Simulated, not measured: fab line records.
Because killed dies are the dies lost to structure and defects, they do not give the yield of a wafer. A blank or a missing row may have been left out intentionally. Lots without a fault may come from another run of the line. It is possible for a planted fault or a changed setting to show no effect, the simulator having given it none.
What tool caused it? | flow n5 finfet | 12 lots, 36 wafers sampled, at 3 steps of a route of 1938

WHAT EACH GAUGE READ, for each wafer
N5_BEOL_M1_CD_MEAS_18: pitch 36 nm, target cd 18 nm.
lot  | measured     | on        | cd nm (nm)
L077 | day 6 21:55  | cd sem-03 | 18.1 18.2 17.9
L076 | day 7 00:10  | cd sem-01 | 18.0 18.3 17.5
L079 | day 7 05:17  | cd sem-02 | 18.4 17.8 18.0
L081 | day 7 21:43  | cd sem-01 | 18.2 18.6 18.6
L083 | day 8 14:06  | cd sem-02 | 17.9 18.5 18.4
L086 | day 9 08:34  | cd sem-01 | 18.1 17.9 17.8
L087 | day 9 16:10  | cd sem-01 | 18.2 17.8 18.4
L090 | day 10 03:47 | cd sem-01 | 18.3 17.9 18.1
L091 | day 10 13:29 | cd sem-02 | 17.7 17.9 18.2
L093 | day 10 22:54 | cd sem-01 | 17.8 17.9 18.2
L095 | day 11 07:00 | cd sem-03 | 17.6 18.2 18.3
L097 | day 12 03:19 | cd sem-03 | 18.5 18.2 18.4

WHICH TOOL RAN EACH LOT (tool, then ch and the chambers of the sampled wafers, then the start)
lot  | N5_BEOL_M0_PRE_CLEAN_131         | N5_BEOL_M1_ETCH_64
L077 | cvd co-02 ch 1,2, day 6 19:26    | rie diel-03 ch 2,3, day 6 21:34
L076 | cvd co-02 ch 0,1,2, day 6 22:35  | rie diel-01 ch 2,3, day 6 23:49
L079 | cvd co-02 ch 0,1,2, day 7 03:51  | rie diel-01 ch 0,2,3, day 7 04:56
L081 | cvd co-01 ch 0,1,2, day 7 18:59  | rie diel-01 ch 0,1,3, day 7 21:22
L083 | cvd co-01 ch 0,2, day 8 11:52    | rie diel-03 ch 1,2,3, day 8 13:45
L086 | cvd co-01 ch 0,1,2, day 9 05:14  | rie diel-03 ch 1,3, day 9 08:13
L087 | cvd co-01 ch 0,2, day 9 12:55    | rie diel-03 ch 0,1,3, day 9 15:49
L090 | cvd co-01 ch 1,2, day 10 02:15   | rie diel-06 ch 1,2,3, day 10 03:26
L091 | cvd co-02 ch 0,2, day 10 12:05   | rie diel-01 ch 0,1,2, day 10 13:08
L093 | cvd co-01 ch 0,1,2, day 10 21:04 | rie diel-06 ch 0,1,2, day 10 22:34
L095 | cvd co-01 ch 1,2, day 11 05:07   | rie diel-01 ch 0,1,2, day 11 06:39
L097 | cvd co-01 ch 0,1,2, day 12 01:09 | rie diel-06 ch 1,2,3, day 12 02:53
- N5_BEOL_M0_PRE_CLEAN_131: time 15 s.
- N5_BEOL_M1_ETCH_64: etches SOC in N2/H2, target depth 75 nm, overetch 15 nm, time 112.5 s.

THE ANSWER, worked out from the rows above alone
Rule: the lots themselves supply what counts as usual. Put in order of their means at a reading, lots are off if they are a third of the lots or fewer, leave a main group of 4 or more, and stand apart from it by a gap of 3 or more times the standard deviation of the main group's means; of several such gaps the widest counts. A main group whose means are all the same, to the digits that the tables above print for the reading, isn't used. A lot without any number at a reading at which 4 lots or more have one is off too. All remaining lots with rows at the step are treated as sound.
None of the lots is off at any reading shown; this tells nothing.

WHAT THE SIMULATOR HAD PUT IN
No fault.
